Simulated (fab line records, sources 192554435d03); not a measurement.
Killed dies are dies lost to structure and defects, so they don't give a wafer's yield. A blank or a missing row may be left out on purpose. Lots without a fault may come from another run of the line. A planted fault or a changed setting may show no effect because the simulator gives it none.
fab line records | flow n5_finfet
record lots=9 wafers=27 last_day=21
route steps=1938 shown HKMG_FIN@403 BEOL_M4@1111 PASSIVATION@1936
lots that met no fault: from a run of the same line without faults
start_h: hours from the record's first day to the start of the lot's first wafer shown | wait_h: hours since the lot's step before | " the same as in the row above | L1.1+2: a row that stands for several wafers | - no value, or no start given | * or withheld: withheld | < > ~ a bound
route shown NAME@n: a module of which the file shows steps, and the number in the route of the first | usual: mean/standard deviation of fault-free wafers | same: alike in all rows | chamber/n: place in a boat | sites: the reading at each site | _std_site: their standard deviation | _edge_site: outer sites' mean less inner sites' | radius_mm: how far each site lies from the wafer's centre | mask NAME#n: copy n | behind: the tool/chamber that last shaped the wafer | hold: why the lot was held/for how many hours/how that ended | device: the transistor (n, p or np) that didn't switch | end of line: the same wafers' tests at the end of the route | a step without rows: its recipe alone | killed: dies lost to structure and defects at the first sort, not the wafer's yield | map: a wafer's dies, x killed, . not, _ none there
set.NAME: the setting as run; set.NAME@STEP: as run at that earlier step | model.NAME: the simulator's own value behind a step, which no gauge read
steps of the route over a sample of lots; a table a step, a row a wafer
services: from which hour (start_h, from the record's first day; less than 0 if before it) a tool's chamber was out of use, for how many hours, and why
## steps
# step N5_HKMG_FIN_ETCH_55
# recipe chemistry=N2/H2 target=SOC target_depth_a=2400 temp_c=40 time_s=300 ion_energy_ev=200 mask_material=SiARC pressure_mtorr=30 source_w=840 bias_w=150 n2_flow_sccm=200 h2_flow_sccm=200
# usual drypump_motor_current_A=6.03/0.19 oes_product_au=0.77/0.069 rf_vpp_V=522.1/2 showerhead_plenum_p_Torr=2.47/0.067 throttle_valve_pct=17.85/0.25
# columns lot.wafer tool chamber start_h wait_h drypump_motor_current_A oes_product_au rf_hours_counter_h rf_vpp_V showerhead_plenum_p_Torr throttle_valve_pct
L660.2 rie_diel-04 0 86.81 0.0 5.96 0.72 194 520.2 2.42 17.69
L660.4 " 2 " " 5.81 0.73 209 523.4 2.52 18.19
L660.6 " 2 " " 5.85 0.74 - 522.7 2.52 18.19
L662.1 rie_diel-02 0 102.16 0.0 6.29 0.87 24 522.0 2.49 17.66
L662.2 " 1 " " 6.28 0.68 232 517.4 2.40 17.99
L662.4 " 3 " " 6.13 0.71 250 525.9 2.63 17.85
L665.2 rie_diel-04 0 114.68 0.0 6.03 0.70 208 518.8 2.41 17.71
L665.4 " 2 " " 5.79 0.72 - 523.0 2.52 18.23
L665.6 " 0 " " 6.04 0.70 - 521.8 2.42 17.71
L666.2 rie_diel-04 2 121.82 0.0 5.84 0.72 219 524.7 2.51 18.21
L666.3 " 0 " " 6.03 0.70 211 521.0 2.41 17.73
L666.6 " 1 " " 6.07 0.79 - 520.3 2.44 17.92
L667.3 rie_diel-02 1 124.64 0.0 6.30 0.67 241 520.3 2.39 18.03
L667.5 " 2 " " 6.16 0.79 - 520.6 2.44 17.46
L667.6 " 1 " " 6.29 0.68 - 519.1 2.39 18.05
L670.1 rie_diel-02 1 145.30 0.0 6.30 0.68 248 519.2 2.39 18.06
L670.2 " 0 " " 6.28 0.85 41 522.3 2.48 17.68
L670.4 " 3 " " 6.08 0.97 10 525.1 2.62 17.50
L671.3 rie_diel-03 3 148.54 0.0 5.90 0.74 198 524.6 2.51 17.50
L671.4 " 0 " " 5.46 0.77 144 524.9 2.52 17.93
L671.6 " 2 " " 6.07 0.76 - 521.7 2.44 17.71
L678.1 rie_diel-04 1 191.49 0.0 6.06 0.77 156 520.8 2.43 17.97
L678.2 " 0 " " 6.01 0.68 233 518.7 2.40 17.77
L678.4 " 3 " " 6.15 0.78 101 521.3 2.45 18.01
L681.1 rie_diel-04 3 210.65 0.0 6.13 0.77 106 521.5 2.45 18.02
L681.4 " 0 " " 6.03 0.67 239 520.4 2.40 17.75
L681.5 " 2 " " 5.80 0.70 - 522.1 2.50 18.25
# step N5_HKMG_FIN_ETCH_58
# recipe chemistry=N2/H2 target=SOC target_depth_a=2158 ion_energy_ev=50 bias_w=13 time_s=741 pressure_mtorr=30 source_w=875 n2_flow_sccm=200 h2_flow_sccm=200
# usual drypump_motor_current_A=6.03/0.19 oes_product_au=0.77/0.069 rf_vpp_V=98.7/0.9 showerhead_plenum_p_Torr=2.47/0.067 throttle_valve_pct=17.80/0.25
# columns lot.wafer tool chamber start_h wait_h drypump_motor_current_A oes_product_au rf_hours_counter_h rf_vpp_V showerhead_plenum_p_Torr throttle_valve_pct
L660.2 rie_diel-04 0 87.02 0.0 6.00 0.71 194 98.7 2.42 17.64
L660.4 " 2 " " 5.80 0.73 209 99.0 2.52 18.15
L660.6 " 2 " " 5.83 0.73 - 99.4 2.52 18.15
L662.1 rie_diel-02 0 102.37 0.0 6.30 0.88 24 98.7 2.49 17.61
L662.2 " 1 " " 6.29 0.68 232 97.8 2.39 17.98
L662.4 " 3 " " 6.11 0.71 250 99.6 2.63 17.80
L665.2 rie_diel-04 0 114.89 0.0 6.03 0.70 208 98.9 2.42 17.66
L665.4 " 2 " " 5.81 0.72 - 98.0 2.51 18.18
L665.6 " 0 " " 6.02 0.70 - 98.5 2.42 17.66
L666.2 rie_diel-04 2 122.03 0.0 5.84 0.72 219 99.6 2.51 18.17
L666.3 " 0 " " 6.04 0.70 212 97.1 2.41 17.66
L666.6 " 1 " " 6.07 0.79 - 99.2 2.44 17.87
L667.3 rie_diel-02 1 124.85 0.0 6.30 0.68 241 98.9 2.39 17.98
L667.5 " 2 " " 6.19 0.79 - 98.8 2.44 17.42
L667.6 " 1 " " 6.28 0.68 - 98.7 2.39 17.99
L670.1 rie_diel-02 1 145.51 0.0 6.27 0.67 249 97.7 2.39 17.99
L670.2 " 0 " " 6.31 0.83 41 99.3 2.48 17.67
L670.4 " 3 " " 6.12 0.95 10 98.9 2.62 17.43
L671.3 rie_diel-03 3 148.75 0.0 5.87 0.74 198 97.9 2.51 17.47
L671.4 " 0 " " 5.43 0.76 144 99.0 2.52 17.88
L671.6 " 2 " " 6.10 0.77 - 99.1 2.44 17.66
L678.1 rie_diel-04 1 191.70 0.0 6.04 0.76 156 99.1 2.43 17.91
L678.2 " 0 " " 6.02 0.67 233 98.8 2.40 17.70
L678.4 " 3 " " 6.13 0.78 101 100.2 2.45 17.98
L681.1 rie_diel-04 3 210.86 0.0 6.16 0.78 106 98.4 2.45 17.97
L681.4 " 0 " " 6.00 0.68 239 97.8 2.40 17.72
L681.5 " 2 " " 5.80 0.70 - 100.2 2.50 18.21
# step N5_HKMG_FIN_STRIP_60
# recipe chemistry=N2/H2 power_w=2500 temp_c=300 h2_frac=0.65 time_s=360 pressure_mtorr=withheld n2_flow_sccm=1750 h2_flow_sccm=3250
# usual drypump_motor_current_A=5.39/0.28 heater_power_w=466/73
# columns lot.wafer tool chamber start_h wait_h drypump_motor_current_A heater_power_w rf_hours_counter_h
L660.2 plasma_asher-01 0 87.60 0.0 5.58 507 39
L660.4 " 1 " " 5.13 379 -
L660.6 " 0 " " 5.61 494 -
L662.1 plasma_asher-01 0 102.94 0.0 5.58 509 42
L662.2 " 1 " " 5.14 379 42
L662.4 " 1 " " 5.18 376 -
L665.2 plasma_asher-02 0 115.51 0.0 5.00 493 88
L665.4 " 0 " " 5.00 471 -
L665.6 " 0 " " 5.03 491 -
L666.2 plasma_asher-01 1 122.60 0.0 5.17 380 47
L666.3 " 0 " " 5.60 507 -
L666.6 " 1 " " 5.16 376 -
L667.3 plasma_asher-02 1 125.55 0.2 5.82 572 -
L667.5 " 1 " " 5.82 570 -
L667.6 " 0 " " 5.01 496 -
L670.1 plasma_asher-01 1 146.08 0.0 5.15 378 52
L670.2 " 0 " " 5.60 521 52
L670.4 " 0 " " 5.60 508 -
L671.3 plasma_asher-01 1 149.44 0.1 5.12 385 -
L671.4 " 0 " " 5.61 520 -
L671.6 " 1 " " 5.11 376 -
L678.1 plasma_asher-02 0 192.28 0.0 5.01 494 104
L678.2 " 1 " " 5.86 568 104
L678.4 " 1 " " 5.84 584 -
L681.1 plasma_asher-01 1 211.43 0.0 5.15 372 62
L681.4 " 0 " " 5.59 519 -
L681.5 " 1 " " 5.14 382 -
# step N5_HKMG_FIN_PWFM_ALD_03
# recipe material=TiN target_thk_a=20 temp_c=400 ald_precursor_family=TiCl4 ald_co_reactant=NH3 pulse_time_s=1 purge_time_s=3 co_reactant_purge_time_s=2 co_reactant_pulse_time_s=2 ald_cycles=91 pressure_torr=3
# usual ald_cycles=91/0 heater_power_w=863/97 precursor_pulse_height_rel=1.002/0.02
# same purge_time_s=3
# columns lot.wafer tool chamber start_h wait_h ald_cycles heater_power_w precursor_pulse_height_rel
L660.2 ald_metal-02 3 89.21 0.0 91 874 1.016
L660.4 " 1 " " 91 800 1.023
L660.6 " 1 " " 91 797 0.949
L662.1 ald_metal-04 0 104.51 0.0 91 805 0.976
L662.2 " 1 " " 91 730 1.028
L662.4 " 3 " " 91 908 0.990
L665.2 ald_metal-03 2 117.07 0.0 91 1075 1.027
L665.4 " 0 " " 91 966 0.985
L665.6 " 3 " " 91 883 1.003
L666.2 ald_metal-04 1 124.17 0.0 91 709 1.001
L666.3 " 0 " " 91 811 1.006
L666.6 " 3 " " 91 930 0.989
L667.3 ald_metal-04 2 127.00 0.0 91 862 0.989
L667.5 " 2 " " 91 842 0.993
L667.6 " 3 " " 91 912 1.001
L670.1 ald_metal-04 2 147.65 0.0 91 862 0.996
L670.2 " 0 " " 91 793 0.994
L670.4 " 3 " " 91 904 1.015
L671.3 ald_metal-04 2 150.94 0.0 91 861 0.974
L671.4 " 3 " " 91 921 0.976
L671.6 " 2 " " 91 869 1.002
L678.1 ald_metal-04 0 194.03 0.0 98 822 0.982
L678.2 " 1 " " 91 708 1.005
L678.4 " 3 " " 98 907 0.987
L681.1 ald_metal-04 1 213.01 0.0 98 716 0.996
L681.4 " 3 " " 98 884 0.982
L681.5 " 2 " " 91 852 1.008
# step N5_BEOL_M4_RC_MEAS_101
# usual DIBL_N=36.3/1.9 DIBL_P=36.6/2.4 IOFF_N=0.17/0.037 IOFF_P=0.23/0.04 ION_N=682/14 ION_P=468/8.6 SS_N=71.6/0.67 SS_P=73.4/0.71 VT_N=248/3.3 VT_P=-248.9/2.9 VT_P_LONG=-274.3/2.3
# columns lot.wafer tool chamber start_h wait_h DIBL_N[mV/V] DIBL_P[mV/V] IOFF_N[nA/um] IOFF_P[nA/um] ION_N[uA/um] ION_P[uA/um] SS_N[mV/dec] SS_P[mV/dec] VT_N[mV] VT_P[mV] VT_P_LONG[mV]
L660.2 prober-02 0 193.74 0.2 38.4 39.9 0.23 0.31 712 486 71.0 73.5 242 -240.0 -270.6
L660.4 " 0 " " 35.0 36.2 0.15 0.23 681 475 71.3 73.2 248 -247.9 -273.7
L660.6 " 0 " " 38.3 40.1 0.21 0.29 688 474 72.5 74.1 246 -244.0 -271.9
L662.1 prober-02 0 204.44 0.0 37.2 39.3 0.16 0.22 669 467 71.4 74.1 252 -252.9 -277.1
L662.2 " 0 " " 40.0 41.9 0.24 0.29 693 473 72.5 74.5 244 -247.4 -275.7
L662.4 " 0 " " 35.0 36.7 0.14 0.19 680 472 70.8 73.9 253 -253.2 -275.2
L666.2 prober-01 0 228.41 0.2 39.4 39.5 0.23 0.27 697 471 72.8 74.3 242 -245.8 -274.1
L666.3 " 0 " " 36.6 37.6 0.17 0.23 697 482 71.2 74.0 247 -247.9 -277.0
L666.6 " 0 " " 35.0 34.7 0.14 0.19 688 474 71.7 73.3 248 -250.9 -276.0
L665.2 prober-01 0 232.16 0.2 36.6 38.8 0.17 0.26 672 461 72.5 73.7 247 -247.8 -274.6
L665.4 " 0 " " 36.2 39.4 0.18 0.27 678 467 72.5 74.5 245 -245.6 -272.7
L665.6 " 0 " " 35.3 37.3 0.16 0.23 668 466 71.7 73.5 248 -249.6 -272.3
L667.3 prober-02 0 249.23 0.3 37.4 36.5 0.17 0.21 672 460 72.0 73.4 250 -250.9 -276.2
L667.5 " 0 " " 37.6 36.8 0.18 0.22 683 463 71.8 73.4 247 -249.2 -275.5
L667.6 " 0 " " 37.3 36.2 0.15 0.20 674 463 71.9 72.7 252 -252.4 -275.1
L670.1 prober-02 0 277.98 0.0 37.4 36.6 0.16 0.20 685 459 71.6 72.4 248 -250.5 -273.6
L670.2 " 0 " " 37.4 37.6 0.16 0.21 696 471 71.8 73.2 249 -248.8 -272.6
L670.4 " 0 " " 35.4 35.2 0.13 0.19 676 466 71.3 72.6 251 -250.7 -276.0
L671.3 prober-02 0 286.91 0.3 33.3 30.8 0.14 0.19 660 459 71.3 72.0 252 -249.0 -268.8
L671.4 " 0 " " 35.7 33.8 0.18 0.24 678 474 71.8 73.0 246 -246.6 -270.4
L671.6 " 0 " " 37.1 35.7 0.20 0.27 709 488 71.4 73.6 245 -243.7 -269.9
L678.1 prober-02 0 345.51 0.0 36.8 36.7 0.18 0.31 694 492 71.5 73.7 249 -242.2 -265.7
L678.2 " 0 " " 35.9 35.5 0.16 0.23 687 478 71.4 72.8 246 -249.5 -269.2
L678.4 " 0 " " 35.5 34.5 0.15 0.26 689 485 70.9 73.3 252 -242.8 -268.2
L681.1 prober-02 0 375.51 0.0 34.3 33.4 0.14 0.21 669 468 71.1 72.8 250 -246.8 -270.2
L681.4 " 0 " " 34.5 34.6 0.14 0.22 678 478 70.5 73.0 250 -242.5 -270.0
L681.5 " 0 " " 34.6 34.5 0.14 0.18 672 456 71.4 72.8 250 -248.1 -275.2
# step N5_PASSIVATION_PROBE_49
# usual defect_limited_yield=91.2/1.5 killed_at_M0_to_M3=35/12 killed_at_M4_up=14/5.1 killed_at_contacts=13/6 killed_at_front_end=38/12 killed_at_other=4/3.5 killed_dies=104/18 killed_open=68/13 killed_short=33/8.1 sort_bin_5_function=5.2/1 sort_bin_6_memory=3.2/0.69 sort_n_pass=1076/18 sort_yield_pct=91.2/1.5
# same gross_dies=1180 killed_at_back_side=0 sort_bin_4_leakage[%]=0 sort_bin_8_speed[%]=0
# columns lot.wafer tool chamber start_h wait_h defect_limited_yield[%] killed_at_M0_to_M3 killed_at_M4_up killed_at_contacts killed_at_front_end killed_at_other killed_dies killed_open killed_short sort_bin_5_function[%] sort_bin_6_memory[%] sort_n_pass sort_yield_pct[%]
L660.2 prober-02 - 317.63 0.1 90.8 23 20 16 48 1 108 68 30 6.0 2.8 1072 90.8
L660.4 prober-02 - 317.73 0.2 91.9 20 14 10 51 0 95 61 26 4.5 3.1 1085 91.9
L660.6 prober-02 - 317.83 0.3 92.4 29 8 17 32 4 90 63 24 4.5 3.0 1090 92.4
L662.1 prober-01 - 329.35 0.0 90.4 25 14 28 30 16 113 72 41 5.4 3.9 1067 90.4
L662.2 prober-01 - 329.40 0.1 91.4 37 7 19 32 6 101 62 38 4.7 3.5 1079 91.4
L662.4 prober-01 - 329.50 0.2 92.4 25 10 12 42 1 90 62 28 4.9 2.4 1090 92.4
L666.2 prober-01 - 332.50 0.1 89.2 42 10 28 45 3 128 81 37 6.9 3.1 1052 89.2
L666.3 prober-01 - 332.55 0.1 92.6 43 9 11 21 3 87 55 32 4.7 2.5 1093 92.6
L666.6 prober-01 - 332.70 0.3 91.9 41 10 12 23 9 95 60 31 4.5 3.2 1085 91.9
L665.2 prober-01 - 343.15 0.1 91.4 29 15 10 45 3 102 61 38 5.4 3.0 1078 91.4
L665.4 prober-01 - 343.25 0.2 93.3 23 14 15 23 4 79 48 31 4.4 1.8 1101 93.3
L665.6 prober-01 - 343.35 0.3 88.1 39 13 7 80 1 140 95 42 7.4 4.2 1040 88.1
L667.3 prober-01 - 360.68 0.1 93.6 16 13 18 28 1 76 41 31 3.1 2.5 1104 93.6
L667.5 prober-01 - 360.78 0.2 90.1 36 9 35 33 4 117 80 37 5.7 3.9 1063 90.1
L667.6 prober-01 - 360.83 0.3 94.3 21 12 9 21 4 67 48 18 3.0 2.4 1113 94.3
L671.3 prober-01 - 380.88 0.1 93.5 16 19 5 36 1 77 46 25 3.3 2.8 1103 93.5
L671.4 prober-01 - 380.93 0.2 91.9 24 13 6 47 5 95 50 37 4.7 2.6 1085 91.9
L671.6 prober-01 - 381.03 0.3 91.2 34 14 8 46 2 104 66 38 5.3 3.4 1076 91.2
L670.1 prober-02 - 386.71 0.0 88.4 60 25 5 40 7 137 95 40 7.4 4.0 1043 88.4
L670.2 prober-02 - 386.76 0.1 90.8 48 15 12 32 2 109 62 47 4.7 4.2 1071 90.8
L670.4 prober-02 - 386.86 0.2 90.6 60 7 3 36 5 111 78 31 5.4 3.3 1069 90.6
L678.1 prober-02 - 453.21 0.0 89.9 32 18 19 42 8 119 89 30 5.9 4.0 1061 89.9
L678.2 prober-02 - 453.26 0.1 90.1 39 15 12 47 4 117 76 30 5.4 3.6 1063 90.1
L678.4 prober-02 - 453.36 0.2 88.5 49 12 23 48 4 136 100 36 7.1 4.2 1044 88.5
L681.1 prober-02 - 500.25 0.0 89.7 37 15 6 48 16 122 69 47 6.2 3.8 1058 89.7
L681.4 prober-02 - 500.40 0.2 90.3 39 12 15 39 9 114 66 44 5.8 3.3 1066 90.3
L681.5 prober-02 - 500.45 0.2 90.1 31 6 24 43 13 117 78 34 6.1 3.0 1063 90.1
# killed by level:class
L660.2 MOL_CONTACT_COAG:geometric_particle:open=13 BEOL_M4:geometric_particle:open=11 STI_FIN_REVEAL:geometric_particle:open=9 FIN_CUT:area_etch=8 FIN_SAQP:geometric_particle:short=7 FIN_SAQP:geometric_particle:open=6 BEOL_M0_SAQP:geometric_particle:open=6 BEOL_M3:geometric_particle:open=5
L660.4 FIN_SAQP:geometric_particle:open=12 STI_FIN_REVEAL:geometric_particle:open=12 MOL_CONTACT_COAG:geometric_particle:open=9 BEOL_M4:geometric_particle:open=7 DUMMY_GATE:geometric_particle:open=7 FIN_SAQP:geometric_particle:short=6 BEOL_M0_SAQP:geometric_particle:short=5 BEOL_M1:geometric_particle:short=4
L660.6 MOL_CONTACT_COAG:geometric_particle:open=15 STI_FIN_REVEAL:geometric_particle:open=12 BEOL_M0_SAQP:geometric_particle:open=8 BEOL_M1:geometric_particle:open=8 BEOL_M0_SAQP:geometric_particle:short=6 FIN_SAQP:geometric_particle:short=5 FIN_SAQP:geometric_particle:open=3 BEOL_M0:geometric_particle:open=3
L662.1 MOL_CONTACT_COAG:geometric_particle:open=20 BEOL_M1:geometric_particle:open=10 STI_FIN_REVEAL:geometric_particle:open=8 MOL_CONTACT_COAG:geometric_particle:short=8 FIN_SAQP:geometric_particle:open=4 STARTING-WAFER:geometric_particle:short=4 BEOL_M3:geometric_particle:open=4 BEOL_M4:geometric_particle:open=4
L662.2 MOL_CONTACT_COAG:geometric_particle:open=17 BEOL_M3:geometric_particle:open=10 BEOL_M0_SAQP:geometric_particle:short=7 FIN_SAQP:geometric_particle:short=6 BEOL_M0_SAQP:geometric_particle:open=6 GATE_CUT:geometric_particle:short=5 BEOL_M3:geometric_particle:short=5 STI_FIN_REVEAL:geometric_particle:open=4
L662.4 BEOL_M3:geometric_particle:open=11 MOL_CONTACT_COAG:geometric_particle:open=10 STI_FIN_REVEAL:geometric_particle:open=9 GATE_CUT:geometric_particle:short=6 DUMMY_GATE:geometric_particle:open=5 BEOL_M0_SAQP:geometric_particle:open=5 FIN_SAQP:geometric_particle:short=4 GATE_CUT:geometric_particle:open=4
L666.2 MOL_CONTACT_COAG:geometric_particle:open=23 BEOL_M0_SAQP:geometric_particle:short=9 BEOL_M3:geometric_particle:open=8 HKMG_FIN:area_etch=8 FIN_SAQP:geometric_particle:open=7 BEOL_M0_SAQP:geometric_particle:open=6 ILD0:geometric_particle:open=5 GATE_CUT:geometric_particle:short=5
L666.3 BEOL_M0_SAQP:geometric_particle:open=12 BEOL_M1:geometric_particle:open=9 BEOL_M2:geometric_particle:open=9 BEOL_M0_SAQP:geometric_particle:short=8 MOL_CONTACT_COAG:geometric_particle:open=7 BEOL_M4:geometric_particle:open=5 FIN_SAQP:geometric_particle:short=4 MOL_CONTACT_COAG:geometric_particle:short=4
L666.6 BEOL_M0_SAQP:geometric_particle:open=13 MOL_CONTACT_COAG:geometric_particle:open=12 BEOL_M2:geometric_particle:open=9 BEOL_M0_SAQP:geometric_particle:short=8 BEOL_M4:geometric_particle:open=6 DUMMY_GATE:geometric_particle:open=4 BEOL_M1:geometric_particle:open=4 FIN_SAQP:geometric_particle:short=3
L665.2 MOL_CONTACT_COAG:geometric_particle:open=9 DUMMY_GATE:geometric_particle:open=7 BEOL_M0_SAQP:geometric_particle:short=7 FIN_SAQP:geometric_particle:open=6 FIN_SAQP:geometric_particle:short=6 BEOL_M0_SAQP:geometric_particle:open=6 STI_FIN_REVEAL:geometric_particle:open=5 GATE_CUT:geometric_particle:short=5
L665.4 MOL_CONTACT_COAG:geometric_particle:open=12 BEOL_M0_SAQP:geometric_particle:open=6 BEOL_M2:geometric_particle:open=6 FIN_SAQP:geometric_particle:short=5 BEOL_M4:geometric_particle:open=5 GATE_CUT:geometric_particle:short=4 GATE_CUT:geometric_particle:open=3 MOL_CONTACT_COAG:geometric_particle:short=3
L665.6 STI_FIN_REVEAL:geometric_particle:open=26 FIN_SAQP:geometric_particle:open=14 FIN_SAQP:geometric_particle:short=12 BEOL_M0_SAQP:geometric_particle:open=9 BEOL_M1:geometric_particle:open=9 STI_FIN_REVEAL:geometric_particle:short=8 MOL_CONTACT_COAG:geometric_particle:open=6 DUMMY_GATE:geometric_particle:open=5
L667.3 MOL_CONTACT_COAG:geometric_particle:open=12 FIN_SAQP:geometric_particle:short=7 BEOL_M2:geometric_particle:open=6 GATE_CUT:geometric_particle:short=5 FIN_SAQP:geometric_particle:open=4 MOL_CONTACT_COAG:geometric_particle:short=4 BEOL_M4:geometric_particle:short=4 BEOL_M3:geometric_particle:open=4
L667.5 MOL_CONTACT_COAG:geometric_particle:open=27 FIN_SAQP:geometric_particle:open=11 FIN_SAQP:geometric_particle:short=10 BEOL_M2:geometric_particle:open=9 MOL_CONTACT_COAG:geometric_particle:short=8 BEOL_M0_SAQP:geometric_particle:short=7 BEOL_M0_SAQP:geometric_particle:open=7 STARTING-WAFER:geometric_particle:open=6
L667.6 MOL_CONTACT_COAG:geometric_particle:open=8 BEOL_M0_SAQP:geometric_particle:open=6 BEOL_M4:geometric_particle:open=6 FIN_SAQP:geometric_particle:open=5 STI_FIN_REVEAL:geometric_particle:open=5 BEOL_M0_SAQP:geometric_particle:short=5 BEOL_M3:geometric_particle:open=4 FIN_SAQP:geometric_particle:short=3
L671.3 BEOL_M4:geometric_particle:open=10 FIN_SAQP:geometric_particle:open=6 GATE_CUT:geometric_particle:short=6 FIN_SAQP:geometric_particle:short=5 STI_FIN_REVEAL:geometric_particle:open=5 BEOL_M1:geometric_particle:open=4 BEOL_M2:geometric_particle:open=4 GATE_CUT:geometric_particle:open=3
L671.4 STI_FIN_REVEAL:geometric_particle:open=11 FIN_SAQP:geometric_particle:short=8 DUMMY_GATE:geometric_particle:open=6 MOL_CONTACT_COAG:geometric_particle:open=6 BEOL_M0_SAQP:geometric_particle:short=6 BEOL_M3:geometric_particle:open=5 STARTING-WAFER:geometric_particle:short=5 FIN_SAQP:geometric_particle:open=4
L671.6 STI_FIN_REVEAL:geometric_particle:open=12 FIN_SAQP:geometric_particle:open=8 FIN_SAQP:geometric_particle:short=8 BEOL_M0_SAQP:geometric_particle:open=8 MOL_CONTACT_COAG:geometric_particle:open=7 BEOL_M3:geometric_particle:open=7 BEOL_M4:geometric_particle:open=7 STARTING-WAFER:geometric_particle:short=6
L670.1 BEOL_M3:geometric_particle:open=14 BEOL_M4:geometric_particle:open=14 BEOL_M0_SAQP:geometric_particle:short=13 BEOL_M0_SAQP:geometric_particle:open=13 BEOL_M2:geometric_particle:open=10 DUMMY_GATE:geometric_particle:open=6 FIN_SAQP:geometric_particle:open=5 FIN_SAQP:geometric_particle:short=5
L670.2 BEOL_M3:geometric_particle:open=12 MOL_CONTACT_COAG:geometric_particle:open=10 FIN_SAQP:geometric_particle:short=8 BEOL_M0_SAQP:geometric_particle:short=8 BEOL_M2:geometric_particle:short=8 FIN_SAQP:geometric_particle:open=7 BEOL_M3:geometric_particle:short=6 BEOL_M2:geometric_particle:open=5
L670.4 BEOL_M3:geometric_particle:open=14 BEOL_M2:geometric_particle:open=13 FIN_SAQP:geometric_particle:short=12 FIN_SAQP:geometric_particle:open=10 BEOL_M0_SAQP:geometric_particle:open=8 BEOL_M0:geometric_particle:open=7 BEOL_M0_SAQP:geometric_particle:short=6 BEOL_M1:geometric_particle:open=4
L678.1 MOL_CONTACT_COAG:geometric_particle:open=14 STI_FIN_REVEAL:geometric_particle:open=12 BEOL_M3:geometric_particle:open=11 FIN_SAQP:geometric_particle:open=10 BEOL_M4:geometric_particle:open=9 BEOL_M0_SAQP:geometric_particle:open=6 MOL_CONTACT_COAG:geometric_particle:short=5 BEOL_M4:geometric_particle:short=5
L678.2 HKMG_FIN:area_etch=11 FIN_SAQP:geometric_particle:open=9 STI_FIN_REVEAL:geometric_particle:open=9 MOL_CONTACT_COAG:geometric_particle:open=9 BEOL_M4:geometric_particle:open=9 BEOL_M2:geometric_particle:open=8 BEOL_M0_SAQP:geometric_particle:short=8 BEOL_M1:geometric_particle:open=6
L678.4 MOL_CONTACT_COAG:geometric_particle:open=19 FIN_SAQP:geometric_particle:open=15 BEOL_M0:geometric_particle:open=12 BEOL_M3:geometric_particle:open=12 BEOL_M1:geometric_particle:open=8 STI_FIN_REVEAL:geometric_particle:open=7 FIN_SAQP:geometric_particle:short=6 BEOL_M0_SAQP:geometric_particle:open=6
L681.1 FIN_SAQP:geometric_particle:open=12 BEOL_M1:geometric_particle:open=9 FIN_SAQP:geometric_particle:short=8 GATE_CUT:geometric_particle:short=8 BEOL_M0_SAQP:geometric_particle:open=8 BEOL_M3:geometric_particle:open=7 BEOL_M0_SAQP:geometric_particle:short=6 STI_FIN_REVEAL:geometric_particle:open=5
L681.4 MOL_CONTACT_COAG:geometric_particle:open=11 BEOL_M1:geometric_particle:open=11 FIN_SAQP:geometric_particle:open=9 FIN_SAQP:geometric_particle:short=8 BEOL_M3:geometric_particle:open=8 BEOL_M0_SAQP:geometric_particle:short=6 BEOL_M1:geometric_particle:short=6 STI_FIN_REVEAL:geometric_particle:open=5
L681.5 MOL_CONTACT_COAG:geometric_particle:open=18 BEOL_M3:geometric_particle:open=9 FIN_SAQP:geometric_particle:open=8 BEOL_M2:geometric_particle:open=8 STI_FIN_REVEAL:geometric_particle:open=7 GATE_CUT:geometric_particle:short=7 MOL_CONTACT_COAG:geometric_particle:short=6 BEOL_M0_SAQP:geometric_particle:open=6
## services
# columns tool chamber start_h hours kind
ald_metal-03 - 81.19 1.7 repair
rie_diel-03 - 83.71 14.6 pm
ald_metal-04 - 85.11 6.0 pm
ald_metal-04 - 96.64 2.8 pm
rie_diel-04 2 100.26 10.0 repair
rie_diel-03 1 100.86 6.7 repair
plasma_asher-01 - 101.59 0.5 repair
rie_diel-02 3 102.85 - clean
rie_diel-02 3 102.85 - consumable_replace:focus_ring
rie_diel-02 3 102.85 13.7 scheduled_down
rie_diel-02 3 102.85 13.7 vent_cycle
ald_metal-02 - 107.83 2.1 repair
ald_metal-02 2 110.44 29.9 repair
ald_metal-02 0 130.61 4.4 repair
ald_metal-04 1 132.93 26.9 repair
rie_diel-02 1 151.07 - clean
rie_diel-02 1 151.07 - consumable_replace:focus_ring
rie_diel-02 1 151.07 - consumable_replace:showerhead
rie_diel-02 1 151.07 18.1 scheduled_down
rie_diel-02 1 151.07 18.1 vent_cycle
ald_metal-02 0 151.15 21.7 repair
plasma_asher-01 - 179.22 1.0 repair
rie_diel-04 1 184.51 1.2 repair
plasma_asher-01 - 193.67 5.8 repair
## key
first_sign step=N5_HKMG_FIN_PWFM_ALD_03 reading=ald_cycles direction=up sigmas=99+ usual=* struck=*
effect step=N5_BEOL_M4_RC_MEAS_101 reading=VT_P_LONG direction=up sigmas=2.5 usual=-274.3 struck=-268.5
effect step=N5_BEOL_M4_RC_MEAS_101 reading=VT_P direction=up sigmas=1.8 usual=-248.9 struck=-243.6
met_at N5_HKMG_FIN_PWFM_ALD_03
struck_lots L678,L681
struck_wafers L678.1,L678.4,L681.1,L681.4
baseline_loss step=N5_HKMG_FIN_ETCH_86 wafers=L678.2
not_acting_at N5_HKMG_FIN_ETCH_55,N5_HKMG_FIN_ETCH_58,N5_HKMG_FIN_STRIP_60
onset_between 150.94 194.03
fault kind=process_parameter_drift tool=ald_metal-04 chamber=- onset_h=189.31 steps=N5_HKMG_FIN_PWFM_ALD_03 channel=ald_cycles offset=* shape=step end_h=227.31 scope=struck_wafers_only acts_in=* stated=*
# baseline_loss: these wafers lose ten dies or more at that step, a loss of the line's own and not of a fault; the sort's usual values leave them out
